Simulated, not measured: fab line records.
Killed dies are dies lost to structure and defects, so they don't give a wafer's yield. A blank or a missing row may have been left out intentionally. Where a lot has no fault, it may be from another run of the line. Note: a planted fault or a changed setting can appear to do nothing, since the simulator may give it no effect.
Chamber matching	flow n5_finfet	N5_BEOL_M4_STRIP_19 on rie_diel-06: 4 sister chambers
The step strips in O2. 30 wafers are shown with their chamber, then 12 later ones without.

== WAFERS PAIRED WITH THEIR CHAMBERS ==
wafer	chamber	drypump_motor_current_A (A)	showerhead_plenum_p_Torr (Torr)	oes_product_au (a.u.)
L076.2	0	5.8	2.07	0.72
L076.3	3	5.0	2.07	0.72
L076.6	2	6.1	2.05	0.87
L078.1	0	5.8	2.07	0.71
L078.3	3	5.0	2.07	0.70
L078.5	0	5.8	2.07	0.71
L079.1	0	5.8	2.07	0.70
L079.5	0	5.8	2.07	0.71
L079.6	2	6.1	2.05	0.84
L081.4	1	5.3	2.14	0.91
L081.5	1	5.3	2.14	0.90
L081.6	0	5.8	2.06	0.71
L085.2	3	5.0	2.07	0.69
L085.3	0	5.8	2.06	0.70
L085.4	3	5.0	2.07	0.68
L086.2	0	5.8	2.06	0.70
L086.3	2	6.0	2.04	0.83
L086.5	0	5.8	2.06	0.70
L087.2	3	5.0	2.06	0.70
L087.3	0	5.8	2.06	0.70
L087.6	1	5.3	2.14	0.89
L089.3	1	5.3	2.14	0.87
L089.5	0	5.8	2.06	0.70
L089.6	2	6.1	2.04	0.82
L088.1	2	6.0	2.04	0.82
L088.3	0	5.8	2.06	0.70
L088.4	0	5.8	2.06	0.69
L091.2	2	6.1	2.04	0.80
L091.5	2	6.1	2.04	0.82
L091.6	0	5.8	2.06	0.69

SIGNATURES (averages over the wafers above)
reading	chamber 0	chamber 1	chamber 2	chamber 3	scatter within a chamber
drypump_motor_current_A	5.800	5.300	6.071	5.000	0.0234
showerhead_plenum_p_Torr	2.0636	2.1400	2.0429	2.0680	0.00458
oes_product_au	0.7029	0.8925	0.8286	0.6980	0.0146
Rule: distance of a wafer from a chamber = root of the sum over the readings of ((wafer's reading minus chamber's mean) / reading's scatter) squared. The wafer belongs to the nearest chamber; if the next one is less than 2 further off, it can't be placed. How the scatter is found: for the shown wafers, subtract from each reading the mean of its chamber, square and add these, divide the total by (wafers less chambers), then take the root.

== WAFERS WHOSE CHAMBER IS MISSING ==
wafer	drypump_motor_current_A (A)	showerhead_plenum_p_Torr (Torr)	oes_product_au (a.u.)
L092.1	5.3	2.14	0.85
L092.4	5.0	2.06	1.02
L092.6	6.1	2.04	0.80
L095.1	5.0	2.06	0.98
L095.2	5.3	2.13	0.84
L095.4	5.8	2.05	0.67
L094.1	5.0	2.06	0.98
L094.2	6.1	2.03	0.79
L094.6	5.3	2.13	0.84
L096.2	5.0	2.06	0.99
L096.4	6.1	2.03	0.80
L096.5	5.0	2.06	0.99

== EACH ONE'S CHAMBER ==
wafer	from the rows above	in truth
L092.1	1	1
L092.4	can't be placed: 3 or 1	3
L092.6	2	2
L095.1	3	3
L095.2	1	1
L095.4	0	0
L094.1	3	3
L094.2	2	2
L094.6	1	1
L096.2	3	3
L096.4	2	2
L096.5	3	3
Placed correctly: 11 of 12. Unplaceable from these rows: 1, with the true chamber sitting among the candidates in 1. Number placed wrongly: 0.
